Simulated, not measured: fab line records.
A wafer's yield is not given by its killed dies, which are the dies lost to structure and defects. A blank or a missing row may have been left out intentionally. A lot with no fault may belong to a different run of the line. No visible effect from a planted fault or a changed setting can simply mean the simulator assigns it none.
Problem report, 8D (eight disciplines) form, completed by code || flow n5 finfet || the parts of the form that need people (team, actions taken, sign-off) are left out

== 1. WHAT IS WRONG ==
Wafers without a fault read 12.00 W, standard deviation 0.037; bias w at N5_MOL_CONTACT_COAG_ETCH_110 reads a mean of 11.46 W on 6 wafers belonging to 2 lots. Relative to the usual mean, that is a shift of -15 standard deviations.
The step: etches Si in CF4/O2, target depth 2.5 nm, time 8 s.
First observed at day 7 23:12: wafer L169.3, on rie diel-06. The record holds 30 wafers of 10 lots with a number at this step. By rule, "out" or "out of limits" means more than 4 standard deviations away from the usual mean. The other wafers with a number count as sound.

== 2. WHAT IT IS; WHAT IT IS NOT ==
{"question": "which readings at this step", "is": "bias w", "is not": "drypump motor current A, oes product au, showerhead plenum p Torr, throttle valve pct"}
{"question": "which lots", "is": "L169, L172", "is not": "L158, L159, L163, L164, L167, L175, L177, L178"}
{"question": "which wafers of those lots", "is": "all that have a number", "is not": "-"}
{"question": "read on which tools", "is": "rie diel-06", "is not": "rie diel-03, rie diel-05"}
{"question": "when", "is": "from day 7 23:12", "is not": "up to then (15 sound wafers); but 9 sound wafers of L175, L177, L178 came after"}

== 3. WHAT RULES OUT EACH SUSPECT ==
Counting: a tool at a process step up to the reading stays a suspect if it ran every lot that is out and no sound lot after the first of them.
- rie diel-06 at N5_MOL_CONTACT_COAG_ETCH_110 (etches Si in CF4/O2, target depth 2.5 nm, time 8 s): kept. All lots that are out passed through it, beginning with L169 at day 7 23:12, and no sound lot followed; its final sound lot before that point was L164 at day 6 08:38. Out on those wafers are its own readings of bias w.
Remaining after the count: rie diel-06 at N5_MOL_CONTACT_COAG_ETCH_110.

== 4. THE CAUSE (what the simulator had put in) ==
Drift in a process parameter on rie diel-06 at N5_MOL_CONTACT_COAG_ETCH_110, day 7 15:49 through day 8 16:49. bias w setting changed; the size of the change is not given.
Only this tool survived the counting.

== 5. SEQUENCE OF EFFECTS, ordered by route ==
One row per reading whose mean, taken over the struck wafers that have a number, lies over 3 standard deviations from the usual. Scope: only readings with a usual standard deviation given in the record; hours: median across lots of the time from each lot's start at the first step in this table that gives one to its start at this step; sigmas: change in usual standard deviations.
{"hours": 0, "step": "N5_MOL_CONTACT_COAG_ETCH_110", "reading": "bias w", "usual": "12.00 W", "on struck wafers": 11.46, "change": -0.54, "sigmas": -15}
{"hours": 0, "step": "N5_MOL_CONTACT_COAG_ETCH_110", "reading": "rf vpp V", "usual": "126.7 V", "on struck wafers": 121.5, "change": -5.2, "sigmas": -3.1}
Its process steps:
- N5_MOL_CONTACT_COAG_ETCH_110: etches Si in CF4/O2, target depth 2.5 nm, time 8 s.
At these later measuring or inspecting steps, every struck wafer for which the step has a row has a number for every such reading, and none has moved that far: N5_BEOL_M4_RC_MEAS_101.

== 6. WHAT WOULD HAVE CAUGHT IT SOONER ==
First out-of-limits reading in this record: day 7 23:12, which is 7 hours after fault onset at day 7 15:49.
